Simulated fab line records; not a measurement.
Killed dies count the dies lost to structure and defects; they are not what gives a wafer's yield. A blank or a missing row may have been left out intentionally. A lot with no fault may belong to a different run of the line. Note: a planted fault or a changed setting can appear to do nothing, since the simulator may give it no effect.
Commonality check across tools -- flow n5_finfet -- 9 lots, 27 wafers sampled

== WHY THIS WAS OPENED ==
On 2 of the 9 lots, a flag is raised at N5_BEOL_M9_CD_MEAS_28 on the reading cd_nm. Fault-free wafers read 69.93 nm, with a standard deviation of 0.24.
Rule: flag the lot when none of its wafers has a number, or when each of its wafers that has one lies beyond 4 standard deviations from that mean. The other lots count as sound.

lot,measured,on,"cd_nm (nm), wafer by wafer",flag
L265,day 9 11:04,cd_sem-02,69.82 70.29 69.67,
L264,day 10 05:05,cd_sem-02,69.68 70.04 69.97,
L266,day 10 05:56,cd_sem-02,70.21 70.23 70.27,
L269,day 10 16:49,cd_sem-02,69.66 69.88 69.84,
L271,day 11 05:31,cd_sem-03,69.96 69.72 70.37,
L273,day 11 11:13,cd_sem-02,70.05 69.94 69.88,
L280,day 14 02:13,cd_sem-02,64.01 64.05 63.57,FLAGGED
L281,day 14 04:25,cd_sem-02,65.09 65.35 64.82,FLAGGED
L282,day 14 18:59,cd_sem-02,70.14 69.86 70.37,
The numbers of the flagged lots are 64.48 nm on average: -5.45 nm against the usual, or -23 standard deviations.

== LOT BY LOT: THE TOOL USED ==
The record holds 2 process steps before the reading, out of a route of 1938 steps. Cell contents, in order: the tool; ch with the chambers the sampled wafers went through; the start.
lot,flag,N5_BEOL_M9_STRIP_19,N5_BEOL_M9_EXPOSE_25
L265,,"rie_diel-04 ch 1,2,3, day 9 10:34","euv_scanner-02 ch 0, day 9 10:57"
L264,,"rie_diel-01 ch 0,1,3, day 10 04:43","euv_scanner-01 ch 0, day 10 04:58"
L266,,"rie_diel-01 ch 0,1,3, day 10 05:34","euv_scanner-01 ch 0, day 10 05:49"
L269,,"rie_diel-01 ch 0,2,3, day 10 16:10","euv_scanner-01 ch 0, day 10 16:41"
L271,,"rie_diel-03 ch 2,3, day 11 05:00","euv_scanner-02 ch 0, day 11 05:23"
L273,,"rie_diel-03 ch 1,2, day 11 10:43","euv_scanner-02 ch 0, day 11 11:06"
L280,FLAGGED,"rie_diel-04 ch 0,2,3, day 14 00:26","euv_scanner-02 ch 0, day 14 02:05"
L281,FLAGGED,"rie_diel-04 ch 0,2,3, day 14 04:02","euv_scanner-02 ch 0, day 14 04:18"
L282,,"rie_diel-01 ch 0,1, day 14 18:07","euv_scanner-01 ch 0, day 14 18:52"
What is done by these steps:
- N5_BEOL_M9_STRIP_19: strips in O2.
- N5_BEOL_M9_EXPOSE_25: exposes mask V8.
- N5_BEOL_M9_CD_MEAS_28: target cd 70 nm.

== FLAGGED OVER TOTAL, TOOL BY TOOL (the gauges that took the reading come last) ==
step,tool,lots run,flagged,share of the flagged lots,sound lots run after its first flagged lot
N5_BEOL_M9_STRIP_19,rie_diel-01,4,0,none,-
N5_BEOL_M9_STRIP_19,rie_diel-03,2,0,none,-
N5_BEOL_M9_STRIP_19,rie_diel-04,3,2,all,0
N5_BEOL_M9_EXPOSE_25,euv_scanner-01,4,0,none,-
N5_BEOL_M9_EXPOSE_25,euv_scanner-02,5,2,all,0
N5_BEOL_M9_CD_MEAS_28,cd_sem-02,8,2,all,1 (L282)
N5_BEOL_M9_CD_MEAS_28,cd_sem-03,1,0,none,-

== WHAT IS ALLOWED BY THE TABLE ==
3 rows of the table ran every flagged lot: rie_diel-04 at N5_BEOL_M9_STRIP_19, euv_scanner-02 at N5_BEOL_M9_EXPOSE_25, cd_sem-02 at N5_BEOL_M9_CD_MEAS_28.
- rie_diel-04 at N5_BEOL_M9_STRIP_19: 2 of its 3 lots flagged. It ran its last sound lot, L265, at day 9 10:34 and its first flagged lot, L280, at day 14 00:26: a fault with its onset between the two fits.
- euv_scanner-02 at N5_BEOL_M9_EXPOSE_25: 2 of its 5 lots flagged. It ran its last sound lot, L273, at day 11 11:06 and its first flagged lot, L280, at day 14 02:05: a fault with its onset between the two fits. Its own readings lie more than 4 standard deviations out on every wafer of the flagged lots: exposure_dose_mJ_cm2.
- cd_sem-02 at N5_BEOL_M9_CD_MEAS_28: 2 of its 8 lots flagged. After the first flagged lot (L282), sound lots still ran on it; a lasting fault on the whole tool would not permit that.
A lot count leaves these 2 tools indistinguishable: every one of them fits a fault beginning at some hour. More lots, or a look at what each step does to the wafer, might.

== WHAT THE SIMULATOR HAD INSERTED ==
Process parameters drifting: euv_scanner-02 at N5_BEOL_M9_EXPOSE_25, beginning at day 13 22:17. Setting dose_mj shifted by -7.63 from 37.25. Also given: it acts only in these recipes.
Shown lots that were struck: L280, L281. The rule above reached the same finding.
